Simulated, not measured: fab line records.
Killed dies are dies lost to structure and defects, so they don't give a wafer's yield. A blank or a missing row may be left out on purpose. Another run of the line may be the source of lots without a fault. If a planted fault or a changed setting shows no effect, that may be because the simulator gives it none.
Which tool was responsible? + flow n5Finfet + 69 wafers from 23 lots sampled at 4 of the route's 1938 steps

== WHAT THE GAUGES SHOWED, per wafer ==
N5_BEOL_M10_CD_MEAS_28 targets a cd of 70 nm. Usual: cdNm 69.7 nm, standard deviation 1.2.
| lot  | measured     | on       | cdNm (nm)      | flag |
|------|--------------|----------|----------------|------|
| L075 | day 10 20:01 | cdSem-02 | 70.8 68.9 70.5 |      |
| L077 | day 11 00:59 | cdSem-02 | 71.2 70.7 71.9 |      |
| L078 | day 11 00:57 | cdSem-01 | 69.5 69.6 69.2 |      |
| L076 | day 11 01:02 | cdSem-02 | 70.2 69.8 70.3 |      |
| L079 | day 11 17:16 | cdSem-01 | 69.9 68.8 69.1 |      |
| L080 | day 11 20:16 | cdSem-01 | 70.8 69.0 69.8 |      |
| L081 | day 11 20:05 | cdSem-02 | 70.2 69.6 70.4 |      |
| L082 | day 12 07:26 | cdSem-01 | 67.9 68.1 68.7 |      |
| L084 | day 12 16:45 | cdSem-02 | 71.2 71.0 71.1 |      |
| L083 | day 13 00:24 | cdSem-02 | 70.8 69.8 69.6 |      |
| L085 | day 13 09:57 | cdSem-02 | 66.6 68.1 65.8 |      |
| L088 | day 13 21:58 | cdSem-01 | 69.8 71.4 70.5 |      |
| L087 | day 14 01:07 | cdSem-03 | 69.1 69.0 69.9 |      |
| L086 | day 14 00:58 | cdSem-02 | 68.9 70.2 68.2 |      |
| L089 | day 14 03:41 | cdSem-02 | 70.9 70.8 71.2 |      |
| L090 | day 14 06:52 | cdSem-01 | 69.0 69.5 69.4 |      |
| L092 | day 14 08:50 | cdSem-01 | 69.3 67.2 70.0 |      |
| L091 | day 14 19:33 | cdSem-03 | 68.4 69.5 69.5 |      |
| L093 | day 15 01:49 | cdSem-02 | 68.8 68.7 69.2 |      |
| L094 | day 15 17:09 | cdSem-01 | 71.0 71.2 70.3 |      |
| L095 | day 15 20:14 | cdSem-01 | 67.7 67.4 68.8 |      |
| L097 | day 15 20:24 | cdSem-03 | 71.2 70.4 68.9 |      |
| L096 | day 16 02:31 | cdSem-02 | 70.4 70.0 70.4 |      |

== WHICH TOOL RAN EACH LOT (tool, then ch and the chambers of the sampled wafers, then the start) ==
| lot  | N5_BEOL_M9_ANNEAL_51            | N5_BEOL_M10_CURE_71          | N5_BEOL_M10_STRIP_67              |
|------|---------------------------------|------------------------------|-----------------------------------|
| L075 | rtpAnneal-01 ch 0, day 10 13:52 | uvCure-01 ch 1, day 10 14:59 | rieDiel-02 ch 0,2, day 10 17:25   |
| L077 | rtpAnneal-01 ch 0, day 10 16:12 | uvCure-03 ch 1, day 10 17:17 | rieDiel-01 ch 0,1,3, day 10 21:34 |
| L078 | rtpAnneal-02 ch 0, day 10 16:46 | uvCure-01 ch 2, day 10 17:44 | rieDiel-02 ch 2,3, day 10 21:44   |
| L076 | rtpAnneal-02 ch 0, day 10 18:38 | uvCure-03 ch 2, day 10 19:34 | rieDiel-06 ch 1,2,3, day 10 22:27 |
| L079 | rtpAnneal-01 ch 0, day 11 11:47 | uvCure-03 ch 1, day 11 12:41 | rieDiel-01 ch 0,1,3, day 11 15:15 |
| L080 | rtpAnneal-01 ch 0, day 11 15:13 | uvCure-01 ch 0, day 11 16:18 | rieDiel-01 ch 0,1,3, day 11 18:38 |
| L081 | rtpAnneal-01 ch 0, day 11 16:19 | uvCure-03 ch 2, day 11 17:14 | rieDiel-01 ch 0,1,3, day 11 19:10 |
| L082 | rtpAnneal-02 ch 0, day 11 22:45 | uvCure-03 ch 2, day 11 23:41 | rieDiel-02 ch 0,1, day 12 04:02   |
| L084 | rtpAnneal-01 ch 0, day 12 10:05 | uvCure-02 ch 2, day 12 11:16 | rieDiel-01 ch 1,2,3, day 12 14:41 |
| L083 | rtpAnneal-02 ch 0, day 12 20:06 | uvCure-02 ch 0, day 12 20:59 | rieDiel-01 ch 0,1, day 12 23:44   |
| L085 | rtpAnneal-01 ch 0, day 13 05:41 | uvCure-03 ch 1, day 13 06:38 | rieDiel-01 ch 1,2,3, day 13 08:46 |
| L088 | rtpAnneal-01 ch 0, day 13 16:18 | uvCure-03 ch 0, day 13 17:11 | rieDiel-01 ch 1,2, day 13 19:45   |
| L087 | rtpAnneal-02 ch 0, day 13 18:46 | uvCure-03 ch 1, day 13 19:40 | rieDiel-06 ch 0,1,2, day 13 22:55 |
| L086 | rtpAnneal-01 ch 0, day 13 18:55 | uvCure-02 ch 0, day 13 19:50 | rieDiel-06 ch 0,1,2, day 13 23:10 |
| L089 | rtpAnneal-02 ch 0, day 13 22:07 | uvCure-02 ch 0, day 13 22:59 | rieDiel-02 ch 2,3, day 14 03:04   |
| L090 | rtpAnneal-02 ch 0, day 14 03:08 | uvCure-01 ch 2, day 14 04:00 | rieDiel-01 ch 1,3, day 14 06:06   |
| L092 | rtpAnneal-01 ch 0, day 14 03:23 | uvCure-03 ch 1, day 14 04:22 | rieDiel-02 ch 1,3, day 14 08:12   |
| L091 | rtpAnneal-01 ch 0, day 14 14:11 | uvCure-03 ch 2, day 14 15:04 | rieDiel-01 ch 0,2,3, day 14 18:09 |
| L093 | rtpAnneal-02 ch 0, day 14 21:55 | uvCure-01 ch 1, day 14 22:50 | rieDiel-02 ch 1,2, day 15 01:18   |
| L094 | rtpAnneal-02 ch 0, day 15 12:22 | uvCure-03 ch 2, day 15 13:16 | rieDiel-02 ch 1,2, day 15 16:31   |
| L095 | rtpAnneal-02 ch 0, day 15 13:13 | uvCure-01 ch 0, day 15 14:20 | rieDiel-01 ch 0,1,2, day 15 17:46 |
| L097 | rtpAnneal-01 ch 0, day 15 16:54 | uvCure-01 ch 1, day 15 17:49 | rieDiel-06 ch 1,2, day 15 19:27   |
| L096 | rtpAnneal-01 ch 0, day 15 21:17 | uvCure-02 ch 0, day 15 22:23 | rieDiel-01 ch 0,1,3, day 16 01:28 |
- N5_BEOL_M9_ANNEAL_51: time 90 s.
- N5_BEOL_M10_CURE_71: cures SiCOH lowk, time 240 s.
- N5_BEOL_M10_STRIP_67: strips in CF4.

== AS READ BY THE TOOLS THEMSELVES (means over the sampled wafers that have a number; for cases with no such wafer, the mark the record gives instead) ==
N5_BEOL_M9_ANNEAL_51. Usual: annealTempC 224.98 C, standard deviation 0.19; wafer_temp_C_max 225.61, standard deviation 0.23.
| lot  | tool         | annealTempC (C) | wafer_temp_C_max | flag |
|------|--------------|-----------------|------------------|------|
| L075 | rtpAnneal-01 | 224.91          | 225.75           |      |
| L077 | rtpAnneal-01 | 225.16          | 225.86           |      |
| L078 | rtpAnneal-02 | 224.91          | 225.61           |      |
| L076 | rtpAnneal-02 | 224.89          | 225.71           |      |
| L079 | rtpAnneal-01 | 224.85          | 225.51           |      |
| L080 | rtpAnneal-01 | 225.11          | 225.68           |      |
| L081 | rtpAnneal-01 | 224.94          | 225.72           |      |
| L082 | rtpAnneal-02 | 225.17          | 225.49           |      |
| L084 | rtpAnneal-01 | 225.11          | 225.40           |      |
| L083 | rtpAnneal-02 | 225.08          | 225.69           |      |
| L085 | rtpAnneal-01 | 225.13          | 225.64           |      |
| L088 | rtpAnneal-01 | 225.26          | 225.90           |      |
| L087 | rtpAnneal-02 | 225.07          | 225.50           |      |
| L086 | rtpAnneal-01 | 225.16          | 225.49           |      |
| L089 | rtpAnneal-02 | 224.89          | 225.52           |      |
| L090 | rtpAnneal-02 | 224.93          | 225.52           |      |
| L092 | rtpAnneal-01 | 224.88          | 225.23           |      |
| L091 | rtpAnneal-01 | 224.99          | 225.55           |      |
| L093 | rtpAnneal-02 | 224.68          | 225.66           |      |
| L094 | rtpAnneal-02 | 224.92          | 225.72           |      |
| L095 | rtpAnneal-02 | 225.06          | 225.71           |      |
| L097 | rtpAnneal-01 | 225.00          | 225.45           |      |
| L096 | rtpAnneal-01 | 225.14          | 225.47           |      |

N5_BEOL_M10_CURE_71. Usual: lampPowerPct 52.32 %, standard deviation 0.061; wafer_temp_C_max 386.8, standard deviation 0.47.
| lot  | tool      | lampPowerPct (%) | wafer_temp_C_max | flag |
|------|-----------|------------------|------------------|------|
| L075 | uvCure-01 | 52.39            | 386.5            |      |
| L077 | uvCure-03 | 52.30            | 387.2            |      |
| L078 | uvCure-01 | 52.29            | 386.1            |      |
| L076 | uvCure-03 | 52.33            | 387.0            |      |
| L079 | uvCure-03 | 52.34            | 386.7            |      |
| L080 | uvCure-01 | 52.28            | 386.7            |      |
| L081 | uvCure-03 | 52.32            | 386.6            |      |
| L082 | uvCure-03 | 52.27            | 387.3            |      |
| L084 | uvCure-02 | 52.24            | 386.2            |      |
| L083 | uvCure-02 | 52.33            | 386.5            |      |
| L085 | uvCure-03 | 52.36            | 387.1            |      |
| L088 | uvCure-03 | 52.37            | 387.0            |      |
| L087 | uvCure-03 | 52.36            | 387.0            |      |
| L086 | uvCure-02 | 52.31            | 387.0            |      |
| L089 | uvCure-02 | 52.35            | 386.8            |      |
| L090 | uvCure-01 | 52.28            | 386.7            |      |
| L092 | uvCure-03 | 52.34            | 387.1            |      |
| L091 | uvCure-03 | 52.34            | 386.5            |      |
| L093 | uvCure-01 | 52.29            | 386.3            |      |
| L094 | uvCure-03 | 52.36            | 387.4            |      |
| L095 | uvCure-01 | 52.30            | 387.1            |      |
| L097 | uvCure-01 | 52.32            | 386.7            |      |
| L096 | uvCure-02 | 52.33            | 387.4            |      |

N5_BEOL_M10_STRIP_67. Usual: drypumpMotorCurrentA 5.9 A, standard deviation 0.33; oesProductAu 0.84 a.u., standard deviation 0.061; powerW 299.8 W, standard deviation 0.85; rfVppV 271.7 V, standard deviation 1.3; showerheadPlenumPTorr 1.82 Torr, standard deviation 0.056; throttleValvePct 13.46 %, standard deviation 0.24.
| lot  | tool       | drypumpMotorCurrentA (A) | oesProductAu (a.u.) | powerW (W) | rfVppV (V) | showerheadPlenumPTorr (Torr) | throttleValvePct (%) | flag |
|------|------------|--------------------------|---------------------|------------|------------|------------------------------|----------------------|------|
| L075 | rieDiel-02 | 6.1                      | 0.85                | 300.8      | 272.3      | 1.80                         | 13.21                |      |
| L077 | rieDiel-01 | 5.8                      | 0.86                | 300.7      | 272.2      | 1.85                         | 13.48                |      |
| L078 | rieDiel-02 | 5.7                      | 0.86                | 299.8      | 271.2      | 1.82                         | 13.13                |      |
| L076 | rieDiel-06 | 5.9                      | 0.80                | 300.6      | 270.6      | 1.78                         | 13.69                |      |
| L079 | rieDiel-01 | 5.8                      | 0.85                | 299.9      | 272.3      | 1.85                         | 13.48                |      |
| L080 | rieDiel-01 | 5.8                      | 0.85                | 299.9      | 272.6      | 1.85                         | 13.48                |      |
| L081 | rieDiel-01 | 5.8                      | 0.85                | 299.7      | 272.6      | 1.85                         | 13.49                |      |
| L082 | rieDiel-02 | 5.7                      | 0.74                | 299.6      | 271.7      | 1.83                         | 13.87                |      |
| L084 | rieDiel-01 | 5.8                      | 0.90                | 299.4      | 271.0      | 1.82                         | 13.41                |      |
| L083 | rieDiel-01 | 6.0                      | 0.83                | 299.3      | 272.0      | 1.84                         | 13.45                |      |
| L085 | rieDiel-01 | 5.8                      | 0.88                | 299.4      | 271.2      | 1.82                         | 13.41                |      |
| L088 | rieDiel-01 | 5.9                      | 0.92                | 299.6      | 272.1      | 1.79                         | 13.27                |      |
| L087 | rieDiel-06 | 6.1                      | 0.83                | 300.2      | 270.3      | 1.77                         | 13.62                |      |
| L086 | rieDiel-06 | 6.1                      | 0.83                | 299.5      | 270.5      | 1.77                         | 13.60                |      |
| L089 | rieDiel-02 | 5.8                      | 0.82                | 299.6      | 271.5      | 1.81                         | 13.21                |      |
| L090 | rieDiel-01 | 5.6                      | 0.82                | 300.2      | 271.8      | 1.85                         | 13.61                |      |
| L092 | rieDiel-02 | 5.5                      | 0.93                | 299.8      | 272.5      | 1.84                         | 13.46                |      |
| L091 | rieDiel-01 | 5.7                      | 0.84                | 300.4      | 271.7      | 1.87                         | 13.53                |      |
| L093 | rieDiel-02 | 5.7                      | 0.90                | 299.2      | 272.8      | 1.82                         | 13.50                |      |
| L094 | rieDiel-02 | 5.7                      | 0.89                | 299.7      | 272.1      | 1.82                         | 13.50                |      |
| L095 | rieDiel-01 | 6.0                      | 0.85                | 300.1      | 271.7      | 1.81                         | 13.41                |      |
| L097 | rieDiel-06 | 6.2                      | 0.82                | 300.1      | 271.2      | 1.79                         | 13.67                |      |
| L096 | rieDiel-01 | 5.8                      | 0.80                | 299.9      | 272.0      | 1.84                         | 13.58                |      |

== THE ANSWER, worked out from the rows above alone ==
Rule: take the mean of a lot's wafers that have a number; if it is more than 3 standard deviations from the usual mean, the lot is off. Also off: a lot with no number at a reading for which 4 or more lots have one. Where the step has rows for the other lots, those lots are counted as sound. First the gauges in route order, then the tools' own readings, where a lot's mean is used as printed above. The first step at which some lot is off is used, and at that step the reading that is off furthest; a lot without a number counts as furthest.
No lot is off at any reading shown: from this, nothing can be told.

== WHAT THE SIMULATOR HAD INSERTED ==
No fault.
